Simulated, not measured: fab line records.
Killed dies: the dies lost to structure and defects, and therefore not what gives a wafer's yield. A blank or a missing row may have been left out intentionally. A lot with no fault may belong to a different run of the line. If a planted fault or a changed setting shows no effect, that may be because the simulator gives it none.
Which tool is to blame?    flow nand_harc    Sampling: 15 lots, 45 wafers, 4 of 1302 route steps

WHAT THE GAUGES SHOWED, per wafer
NHARC_A_ZERO_WELL_CD_MEAS_10 targets a cd of 2000 nm. Usual: 2000.8 nm for cd_nm, sd 1.6.
lot   measured      on         cd_nm (nm)            flag
L706  day 6 21:16   cd_sem-03  2000.8 1999.6 2000.8  
L707  day 6 22:32   cd_sem-01  2003.1 2001.7 2002.0  
L711  day 8 22:05   cd_sem-02  2000.4 1999.3 1997.8  
L715  day 10 11:39  cd_sem-01  2000.7 2002.0 2001.7  
L716  day 10 23:38  cd_sem-02  1998.9 1997.9 1999.2  
L717  day 11 06:44  cd_sem-02  1999.5 2002.8 2000.2  
L721  day 13 05:58  cd_sem-03  2000.7 1998.8 2001.0  
L722  day 13 19:44  cd_sem-01  2002.6 2004.4 2003.3  
L723  day 13 22:11  cd_sem-03  2000.9 2002.2 1998.6  
L724  day 14 05:10  cd_sem-01  2000.4 1998.9 2000.4  
L725  day 14 16:28  cd_sem-02  1999.5 1999.6 1999.9  
L726  day 14 22:19  cd_sem-03  2002.5 2000.2 2001.0  
L727  day 15 21:34  cd_sem-02  2000.2 2001.9 2001.1  
L728  day 16 01:31  cd_sem-01  2002.0 2000.9 2003.3  
L729  day 16 04:51  cd_sem-01  1999.8 1997.8 1999.2  

NHARC_A_ONON_D1_THK_MEAS_02: measures by ellipsometry. Usual: 1001 nm for thk_nm, sd 10.
lot   measured      on             thk_nm (nm)     flag
L706  day 7 19:17   film_metro-02  1015 1015 1015  
L707  day 7 19:00   film_metro-02  1001 1000 998   
L711  day 9 20:22   film_metro-01  1017 1016 1018  
L715  day 11 12:23  film_metro-02  995 996 995     
L716  day 11 21:34  film_metro-01  978 980 981     
L717  day 12 06:45  film_metro-02  1004 1004 1006  
L721  day 14 06:07  film_metro-01  1011 1011 1013  
L722  day 14 19:41  film_metro-01  989 989 988     
L723  day 14 19:41  film_metro-02  986 988 986     
L724  day 15 04:15  film_metro-01  1000 998 998    
L725  day 15 14:59  film_metro-01  1005 1005 1005  
L726  day 15 22:37  film_metro-02  1006 1006 1005  
L727  day 16 20:32  film_metro-01  1008 1008 1008  
L728  day 17 00:25  film_metro-01  991 995 993     
L729  day 17 00:25  film_metro-01  1003 1003 1003  

NHARC_A_ONON_D1_THK_MEAS_21: measures by ellipsometry. Usual: 999 nm for thk_nm, sd 8.3.
lot   measured      on             thk_nm (nm)     flag
L706  day 8 05:40   film_metro-02  983 981 983     
L707  day 8 05:40   film_metro-01  1004 1003 1004  
L711  day 10 07:11  film_metro-01  1006 1006 1008  
L715  day 11 22:59  film_metro-02  1015 1015 1016  
L716  day 12 08:11  film_metro-01  1008 1007 1009  
L717  day 12 17:22  film_metro-01  1005 1005 1006  
L721  day 14 17:05  film_metro-02  992 994 994     
L722  day 15 06:40  film_metro-02  1002 1002 1000  
L723  day 15 06:40  film_metro-01  989 988 989     
L724  day 15 15:55  film_metro-01  1003 1004 1005  
L725  day 16 01:38  film_metro-02  1003 1003 1003  
L726  day 16 11:19  film_metro-01  1003 1003 1002  
L727  day 17 06:52  film_metro-02  997 998 997     
L728  day 17 13:47  film_metro-02  995 997 997     
L729  day 17 13:47  film_metro-01  999 1000 999    

EACH LOT AND THE TOOL THAT RAN IT (in order: tool; ch and the chambers of the sampled wafers; start)
lot   NHARC_A_ONON_D1_ANNEAL_15
L706  furnace-08 ch 0, day 8 00:39
L707  furnace-08 ch 0, day 8 00:39
L711  furnace-08 ch 0, day 10 02:09
L715  furnace-08, day 11 18:03
L716  furnace-08, day 12 03:14
L717  furnace-08, day 12 12:24
L721  furnace-08 ch 0, day 14 12:05
L722  furnace-07 ch 0, day 15 01:38
L723  furnace-07 ch 0, day 15 01:38
L724  furnace-03 ch 0, day 15 10:55
L725  furnace-08 ch 0, day 15 20:40
L726  furnace-03 ch 0, day 16 06:22
L727  furnace-03 ch 0, day 17 01:58
L728  furnace-08 ch 0, day 17 08:52
L729  furnace-08 ch 0, day 17 08:52
- NHARC_A_ONON_D1_ANNEAL_15: time 3600 s.

WHAT THE TOOLS THEMSELVES READ (means of the sampled wafers that have a number; where no wafer has one, the mark that the record gives instead)
NHARC_A_ONON_D1_ANNEAL_15. Usual: run_length_s 3618 s, standard deviation 4.7; spike_tc_bottom_C 771.2 C, standard deviation 2.2.
lot   tool        run_length_s (s)  spike_tc_bottom_C (C)  flag
L706  furnace-08  3615              771.9                  
L707  furnace-08  3620              772.4                  
L711  furnace-08  3613              772.9                  
L715  furnace-08  -                 -                      OFF
L716  furnace-08  -                 -                      OFF
L717  furnace-08  -                 -                      OFF
L721  furnace-08  3623              771.9                  
L722  furnace-07  3616              768.2                  
L723  furnace-07  3615              767.6                  
L724  furnace-03  3618              769.0                  
L725  furnace-08  3625              772.6                  
L726  furnace-03  3623              770.7                  
L727  furnace-03  3630              768.6                  
L728  furnace-08  3615              773.5                  
L729  furnace-08  3618              772.6                  

THE ANSWER, worked out from the rows above alone
Rule: take the mean of a lot's wafers that have a number; if it is more than 3 standard deviations from the usual mean, the lot is off. Also off: a lot with no number at a reading for which 4 or more lots have one. Any other lot the step has rows for is counted as sound. The gauges are gone through in route order, then the tools' own readings, and for those a lot's mean is taken as printed above. At the first step where some lot is off, the reading lying furthest off is the one used; lots without a number count as furthest.
Off: L715, L716, L717 (NHARC_A_ONON_D1_ANNEAL_15, run_length_s). Without a number there: L715, L716, L717.
A tool fits if, at that step or a process step before it, it ran every lot that is off, and no sound lot after the first of them. No candidate that was tried fits.

WHAT THE SIMULATOR HAD PUT IN
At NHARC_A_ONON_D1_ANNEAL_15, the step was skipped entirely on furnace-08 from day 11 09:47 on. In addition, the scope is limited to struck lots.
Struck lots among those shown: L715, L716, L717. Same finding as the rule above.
